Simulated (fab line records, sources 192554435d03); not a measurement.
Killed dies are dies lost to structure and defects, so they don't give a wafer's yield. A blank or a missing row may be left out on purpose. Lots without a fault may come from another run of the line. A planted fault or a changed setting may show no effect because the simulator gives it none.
Which tool did it? | flow n5_finfet | 7 lots, 21 wafers sampled, at 5 steps of a route of 1938

WHAT THE GAUGES READ, wafer by wafer
N5_BEOL_M4_RC_MEAS_101.
lot  | measured     | on        | DIBL_N (mV/V)
L405 | day 8 17:02  | prober-01 | 37.0 37.6 38.1
L410 | day 10 04:57 | prober-01 | 38.6 37.5 37.1
L416 | day 11 01:46 | prober-01 | 37.2 36.7 38.8
L418 | day 11 17:25 | prober-01 | 38.2 37.9 35.0
L423 | day 13 10:24 | prober-02 | 38.9 36.9 35.1
L426 | day 13 22:05 | prober-01 | 36.4 37.4 34.4

WHICH TOOL RAN EACH LOT (tool, then ch and the chambers of the sampled wafers, then the start)
lot  | N5_HKMG_FIN_NWFM_ALD_20             | N5_HKMG_FIN_ALD_21                 | N5_HKMG_FIN_CMP_94           | N5_GATE_CUT_VAPOR_ETCH_60
L405 | ald_metal-04 ch 0,1,2, day 4 17:23  | ald_metal-02 ch 0,1,3, day 4 18:34 | cmp-03 ch 0,1,3, day 4 19:40 | rie_metal-02 ch 0, day 4 20:20
L407 | ald_metal-04 ch 1,3, day 5 07:14    | ald_metal-03 ch 1,3, day 5 08:34   | cmp-02 ch 0,1, day 5 09:35   | -
L410 | ald_metal-03 ch 0,2,3, day 6 00:50  | ald_metal-02 ch 1,3, day 6 02:08   | cmp-02 ch 1,3, day 6 03:09   | rie_metal-03 ch 1, day 6 03:40
L416 | ald_metal-02 ch 0,1,3, day 7 11:41  | ald_metal-04 ch 1,2,3, day 7 12:52 | cmp-03 ch 0,2,3, day 7 13:58 | rie_metal-02 ch 0,1, day 7 14:23
L418 | ald_metal-03 ch 1,2,3, day 8 01:29  | ald_metal-02 ch 0,2,3, day 8 02:49 | cmp-01 ch 1,2, day 8 03:56   | rie_metal-01 ch 0,1, day 8 04:26
L423 | ald_metal-04 ch 2,3, day 9 08:46    | ald_metal-04 ch 0,1,3, day 9 09:59 | cmp-02 ch 0,1,3, day 9 11:05 | rie_metal-02 ch 0,1, day 9 11:30
L426 | ald_metal-02 ch 0,1,3, day 10 01:14 | ald_metal-04 ch 2,3, day 10 02:25  | cmp-02 ch 2,3, day 10 03:26  | rie_metal-03 ch 0,1, day 10 03:56
- N5_HKMG_FIN_NWFM_ALD_20: deposits TiAlC, target thk 2 nm, pulse time 3 s, purge time 2 s.
- N5_HKMG_FIN_ALD_21: deposits TiN, target thk 1.5 nm, pulse time 1 s, purge time 3 s.
- N5_HKMG_FIN_CMP_94: polishes, stops on SiNx, t overpolish 4.7 s, target thk 43.299 nm.
- N5_GATE_CUT_VAPOR_ETCH_60: etches HfO2 in BCl3/Cl2.

THE ANSWER, worked out from the rows above alone
Rule: what is usual is taken from the lots themselves. Put in order of their means at a reading, lots are off if they are a third of the lots or fewer, leave a main group of 4 or more, and stand apart from it by a gap of 3 or more times the standard deviation of the main group's means; of several such gaps the widest counts. A main group whose means are all the same, to the digits that the tables above print for the reading, isn't used. A lot without any number at a reading at which 4 lots or more have one is off too. The other lots that the step has rows for count as sound.
No lot is off at any reading shown: from this, nothing can be told.

WHAT THE SIMULATOR HAD PUT IN
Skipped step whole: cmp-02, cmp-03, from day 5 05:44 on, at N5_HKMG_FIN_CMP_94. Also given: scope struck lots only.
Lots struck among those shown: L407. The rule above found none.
